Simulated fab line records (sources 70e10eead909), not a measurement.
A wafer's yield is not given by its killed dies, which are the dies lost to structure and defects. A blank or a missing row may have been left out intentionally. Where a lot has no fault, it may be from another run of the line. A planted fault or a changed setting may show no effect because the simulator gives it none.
Which tool did it?    flow nand-harc    42 wafers from 14 lots sampled at 4 of the route's 1302 steps

WHAT THE GAUGES READ, wafer by wafer
The record holds no reading of a measuring or inspecting step that can be judged against a usual standard deviation.

EACH LOT AND THE TOOL THAT RAN IT (in order: tool; ch and the chambers of the sampled wafers; start)
lot   NHARC_P_ZERO_WELL_ETCH_65          NHARC_P_ZERO_WELL_PEB_22           NHARC_P_ZERO_WELL_RTA_42          NHARC_P_GATE_DEP_103
L979  rie-diel-04 ch 0,2,3, day 2 07:31  litho-track-05 ch 0, day 2 08:32   rtp-anneal-01 ch 0, day 2 13:11   pecvd-03 ch 0,2, day 5 17:12
L981  rie-diel-04 ch 0,1,2, day 3 03:24  litho-track-07 ch 0, day 3 04:16   rtp-anneal-02 ch 0, day 3 08:59   pecvd-03 ch 1,2, day 6 04:07
L983  rie-diel-11 ch 0,3, day 3 23:35    litho-track-02 ch 0, day 4 00:29   rtp-anneal-01 ch 0, day 4 04:54   pecvd-02 ch 0,1,2, day 7 03:20
L984  rie-diel-04 ch 0,2,3, day 4 09:31  litho-track-02 ch 0, day 4 10:23   rtp-anneal-02 ch 0, day 4 14:49   pecvd-03 ch 0,1,2, day 7 12:04
L986  rie-diel-11 ch 0,1, day 5 05:31    litho-track-05, day 5 06:32        rtp-anneal-02 ch 0, day 5 10:55   -
L987  rie-diel-04 ch 2,3, day 5 15:31    litho-track-07, day 5 16:32        rtp-anneal-02 ch 0, day 5 21:22   -
L991  rie-diel-11 ch 0,1,3, day 7 07:23  litho-track-05 ch 0, day 7 08:17   rtp-anneal-01 ch 0, day 7 12:40   pecvd-03 ch 0,1,2, day 10 08:27
L994  rie-diel-11 ch 0,1,3, day 8 13:23  litho-track-07 ch 0, day 8 14:16   rtp-anneal-01 ch 0, day 8 18:44   pecvd-04 ch 0,1,2, day 11 15:08
L995  rie-diel-12 ch 1,3, day 8 23:29    litho-track-07 ch 0, day 9 00:30   rtp-anneal-02 ch 0, day 9 04:53   pecvd-03 ch 0,1,2, day 12 03:25
L996  rie-diel-11 ch 0,2,3, day 9 09:31  litho-track-05 ch 0, day 9 10:31   rtp-anneal-02 ch 0, day 9 15:01   pecvd-02 ch 1,2, day 12 17:10
L998  rie-diel-12 ch 2,3, day 10 05:37   litho-track-02 ch 0, day 10 06:29  rtp-anneal-02 ch 0, day 10 10:58  pecvd-02 ch 0,1,2, day 13 05:35
L999  rie-diel-11 ch 1,2, day 10 15:43   litho-track-05 ch 0, day 10 16:44  rtp-anneal-01 ch 0, day 10 21:07  pecvd-04 ch 0,2, day 13 13:59
L100  rie-diel-12 ch 0,3, day 11 01:29   litho-track-07 ch 0, day 11 02:30  rtp-anneal-01 ch 0, day 12 13:32  pecvd-03 ch 0,1, day 15 11:44
L101  rie-diel-11 ch 0,1, day 11 11:45   litho-track-02 ch 0, day 11 12:45  rtp-anneal-02 ch 0, day 11 20:08  pecvd-03 ch 1,2, day 14 11:35
- NHARC_P_ZERO_WELL_ETCH_65: etches the open film in N2/H2, target depth 80 nm, overetch 24 nm, time 87.88 s.
- NHARC_P_ZERO_WELL_PEB_22: peb time 85 s.
- NHARC_P_ZERO_WELL_RTA_42: time 300 s.
- NHARC_P_GATE_DEP_103: deposits SiON, target thk 30 nm.

AS READ BY THE TOOLS THEMSELVES (means over the sampled wafers that have a number; for cases with no such wafer, the mark the record gives instead)
NHARC_P_ZERO_WELL_ETCH_65.
lot   tool         drypump-motor-current-A (A)  oes-product-au (a.u.)  rf-vpp-V (V)  showerhead-plenum-p-Torr (Torr)  throttle-valve-pct (%)
L979  rie-diel-04  5.8                          0.994                  433.6         2.12                             14.177
L981  rie-diel-04  6.0                          1.001                  429.6         2.02                             14.181
L983  rie-diel-11  5.5                          0.997                  431.6         2.08                             14.176
L984  rie-diel-04  5.8                          0.995                  431.7         2.11                             14.175
L986  rie-diel-11  6.2                          1.004                  433.2         2.15                             14.163
L987  rie-diel-04  6.1                          0.988                  433.8         2.16                             14.173
L991  rie-diel-11  5.8                          0.998                  431.7         2.12                             14.165
L994  rie-diel-11  5.8                          1.001                  432.4         2.11                             14.169
L995  rie-diel-12  5.7                          0.995                  431.5         2.07                             14.166
L996  rie-diel-11  5.8                          1.004                  433.0         2.10                             14.170
L998  rie-diel-12  5.6                          0.993                  431.9         2.09                             14.164
L999  rie-diel-11  6.1                          1.003                  433.0         2.12                             14.164
L100  rie-diel-12  5.4                          0.992                  429.2         2.00                             14.171
L101  rie-diel-11  6.3                          1.004                  433.0         2.13                             14.158

NHARC_P_ZERO_WELL_PEB_22.
lot   tool            chill-plate-temp-C (C)  exhaust-pa (Pa)
L979  litho-track-05  23.07                   44.9
L981  litho-track-07  23.06                   47.2
L983  litho-track-02  22.98                   44.0
L984  litho-track-02  22.95                   44.6
L986  litho-track-05  -                       -
L987  litho-track-07  -                       -
L991  litho-track-05  23.01                   45.8
L994  litho-track-07  22.90                   44.5
L995  litho-track-07  23.13                   44.2
L996  litho-track-05  22.99                   44.5
L998  litho-track-02  22.92                   44.9
L999  litho-track-05  23.10                   44.4
L100  litho-track-07  22.97                   44.0
L101  litho-track-02  23.00                   44.9

NHARC_P_ZERO_WELL_RTA_42.
lot   tool           lamp-power-pct (%)  wafer_temp_C_max
L979  rtp-anneal-01  32.3                1104.3
L981  rtp-anneal-02  37.0                1102.9
L983  rtp-anneal-01  32.4                1103.6
L984  rtp-anneal-02  37.0                1102.2
L986  rtp-anneal-02  37.0                1102.7
L987  rtp-anneal-02  37.0                1102.7
L991  rtp-anneal-01  32.4                1103.1
L994  rtp-anneal-01  32.3                1104.3
L995  rtp-anneal-02  36.9                1103.7
L996  rtp-anneal-02  36.9                1103.1
L998  rtp-anneal-02  36.9                1102.0
L999  rtp-anneal-01  32.4                1103.4
L100  rtp-anneal-01  32.3                1104.4
L101  rtp-anneal-02  37.0                1102.7

NHARC_P_GATE_DEP_103.
lot   tool      heater-power-w (W)
L979  pecvd-03  763
L981  pecvd-03  795
L983  pecvd-02  727
L984  pecvd-03  738
L991  pecvd-03  832
L994  pecvd-04  697
L995  pecvd-03  852
L996  pecvd-02  810
L998  pecvd-02  764
L999  pecvd-04  800
L100  pecvd-03  704
L101  pecvd-03  911

THE ANSWER, worked out from the rows above alone
Rule: the usual values come from the lots themselves. The widest of any qualifying gaps counts: lots, ordered by their means at a reading, are off when they make up no more than a third of the lots, leave a main group of 4 or more, and stand apart from it by 3 or more times the standard deviation of that group's means. If all means in a main group match to the digits the tables above print for the reading, that group is not used. Also off: a lot with no number at a reading for which 4 or more lots have one. All remaining lots with rows at the step are treated as sound. The gauges are gone through in route order, then the tools' own readings, and for those a lot's mean is taken as printed above. The first step at which some lot is off is used, and at that step the reading that is off furthest; a lot without a number counts as furthest.
Off, at NHARC_P_ZERO_WELL_PEB_22 on chill-plate-temp-C: L986, L987. Without a number there: L986, L987. For the main group the mean is 23.01 C and the standard deviation 0.068.
If a tool, at that step or one of the process steps before it, ran each lot that is off and ran no sound lot following the first of them, it fits. Of those tried, none fits.

WHAT THE SIMULATOR HAD PUT IN
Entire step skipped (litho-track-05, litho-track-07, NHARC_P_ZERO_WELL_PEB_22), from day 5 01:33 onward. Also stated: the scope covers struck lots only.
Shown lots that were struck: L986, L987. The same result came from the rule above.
